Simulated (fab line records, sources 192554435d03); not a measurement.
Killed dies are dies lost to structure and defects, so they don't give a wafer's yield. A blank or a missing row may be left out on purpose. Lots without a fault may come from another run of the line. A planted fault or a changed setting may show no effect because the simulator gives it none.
Chamber matching | flow n5_finfet | N5_SPACER0_ALD_07 on ald_sin-03: 4 sister chambers
The step deposits SiNx, target thk 2 nm. 4 wafers are shown with their chamber, then 10 later ones without.

WAFERS WITH THEIR CHAMBER
wafer  | chamber | heater_power_outer_w (W)
L077.6 | 0       | 574
L090.4 | 3       | 425
L091.1 | 2       | 619
L091.5 | 1       | 438

WAFERS WITHOUT THEIR CHAMBER
wafer  | heater_power_outer_w (W)
L091.6 | 558
L092.1 | 564
L092.3 | 435
L092.4 | 624
L093.1 | 426
L093.4 | 635
L093.6 | 564
L095.3 | 440
L095.5 | 427
L095.6 | 580

WHICH CHAMBER EACH WENT THROUGH
wafer  | from the rows above     | in truth
L091.6 | 0                       | 0
L092.1 | 0                       | 0
L092.3 | can't be placed: 1 or 3 | 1
L092.4 | 2                       | 2
L093.1 | can't be placed: 3 or 1 | 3
L093.4 | 2                       | 2
L093.6 | 0                       | 0
L095.3 | can't be placed: 1 or 3 | 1
L095.5 | can't be placed: 3 or 1 | 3
L095.6 | 0                       | 0
Placed correctly: 6 of 10. Can't be placed from these rows: 4 (the true chamber is among the candidates in 4). Placed wrongly: 0.
How it was worked out, from the rows above alone: a wafer's distance from a chamber is the root of the sum, over the readings, of the square of ((its reading less the chamber's mean) divided by the reading's scatter). The wafer belongs to the nearest chamber; if the next one is less than 2 further off, it can't be placed. A chamber's mean is the mean of its shown wafers. The scatter: with one shown wafer a chamber, the root of the mean of the squares of how far each hidden wafer lies from its nearest shown one.
